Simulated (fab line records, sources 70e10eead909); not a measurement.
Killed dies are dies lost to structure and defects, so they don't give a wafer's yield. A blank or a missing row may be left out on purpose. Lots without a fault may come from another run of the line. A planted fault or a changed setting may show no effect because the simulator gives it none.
Chamber matching | flow nand_harc | NHARC_A_CONTACT_ETCH_102 on rie_diel-04: 4 sister chambers
The step etches the open film in CF4/O2, target depth 100 nm, overetch 10 nm, time 55 s. 4 wafers are shown with their chamber, then 11 later ones without.

WAFERS WITH THEIR CHAMBER
wafer  | chamber | showerhead_plenum_p_Torr (Torr)
L083.6 | 0       | 1.39
L085.3 | 3       | 1.36
L085.4 | 2       | 1.38
L087.1 | 1       | 1.33

WAFERS WITHOUT THEIR CHAMBER
wafer  | showerhead_plenum_p_Torr (Torr)
L087.2 | 1.36
L087.6 | 1.33
L090.1 | 1.35
L090.3 | 1.33
L090.4 | 1.38
L094.1 | 1.38
L094.4 | 1.35
L094.5 | 1.38
L097.1 | 1.38
L097.3 | 1.35
L097.4 | 1.32

WHICH CHAMBER EACH WENT THROUGH
wafer  | from the rows above     | in truth
L087.2 | 3                       | 3
L087.6 | 1                       | 1
L090.1 | can't be placed: 3 or 1 | 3
L090.3 | 1                       | 1
L090.4 | can't be placed: 2 or 0 | 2
L094.1 | can't be placed: 2 or 0 | 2
L094.4 | can't be placed: 3 or 1 | 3
L094.5 | can't be placed: 2 or 0 | 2
L097.1 | can't be placed: 2 or 0 | 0
L097.3 | can't be placed: 3 or 1 | 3
L097.4 | 1                       | 1
Placed correctly: 4 of 11. Can't be placed from these rows: 7 (the true chamber is among the candidates in 7). Placed wrongly: 0.
How it was worked out, from the rows above alone: a wafer's distance from a chamber is the root of the sum, over the readings, of the square of ((its reading less the chamber's mean) divided by the reading's scatter). The wafer belongs to the nearest chamber; if the next one is less than 2 further off, it can't be placed. A chamber's mean is the mean of its shown wafers. The scatter: with one shown wafer a chamber, the root of the mean of the squares of how far each hidden wafer lies from its nearest shown one.
